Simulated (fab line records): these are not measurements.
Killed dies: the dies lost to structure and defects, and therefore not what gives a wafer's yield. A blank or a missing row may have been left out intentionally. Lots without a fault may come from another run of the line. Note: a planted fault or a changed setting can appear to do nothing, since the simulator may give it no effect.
Matching of chambers ; flow nand_harc ; NHARC_A_STAIRCASE_DESCUM_11 on rie_diel-08: 4 sister chambers
The step chemistry O2, time 3 s. 14 wafers are shown with their chamber, then 7 later ones without.

== WAFERS WITH THEIR CHAMBER ==
wafer;chamber;showerhead_plenum_p_Torr (Torr);drypump_motor_current_A (A);oes_product_au (a.u.)
L341.1;3;1.97;6.3;0.994
L341.4;1;1.97;6.4;1.017
L341.6;3;1.97;6.3;1.009
L343.3;3;1.97;6.3;1.009
L343.4;0;1.98;6.0;0.999
L343.5;0;1.98;6.0;0.990
L346.1;2;1.79;6.3;1.003
L346.2;0;1.98;6.0;0.994
L346.4;1;1.96;6.4;0.999
L347.2;3;1.97;6.3;1.010
L347.3;1;1.96;6.5;1.006
L347.6;1;1.96;6.5;1.002
L348.1;1;1.96;6.5;1.001
L348.4;3;1.97;6.4;1.019

SIGNATURES (means of the wafers above)
reading;chamber 0;chamber 1;chamber 2;chamber 3;scatter within a chamber
showerhead_plenum_p_Torr;1.9800;1.9620;1.7900;1.9700;0.00283
drypump_motor_current_A;6.000;6.460;6.300;6.320;0.0447
oes_product_au;0.99433;1.00500;1.00300;1.00820;0.00755
Rule: for each reading, subtract the chamber's mean from the wafer's reading, divide by that reading's scatter and square the result; add these up over the readings and take the root, which gives the wafer's distance from the chamber. If the next closest chamber is less than 2 further off than the closest, the wafer can't be placed; otherwise it belongs to the closest. How the scatter is found: for the shown wafers, subtract from each reading the mean of its chamber, square and add these, divide the total by (wafers less chambers), then take the root.

== WAFERS WITH NO CHAMBER GIVEN ==
wafer;showerhead_plenum_p_Torr (Torr);drypump_motor_current_A (A);oes_product_au (a.u.)
L348.5;1.79;6.3;1.005
L349.2;1.96;6.5;1.005
L349.4;1.97;6.4;1.005
L349.5;1.79;6.3;1.013
L352.1;1.96;6.4;1.001
L352.4;1.98;6.0;1.007
L352.6;1.96;6.5;0.986

== EACH ONE'S CHAMBER ==
wafer;from the rows above;in truth
L348.5;2;2
L349.2;1;1
L349.4;can't be placed: 3 or 1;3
L349.5;2;2
L352.1;1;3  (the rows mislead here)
L352.4;0;0
L352.6;1;1
Placed correctly: 5 of 7. Unplaceable from these rows: 1, with the true chamber sitting among the candidates in 1. Placed wrongly: 1.
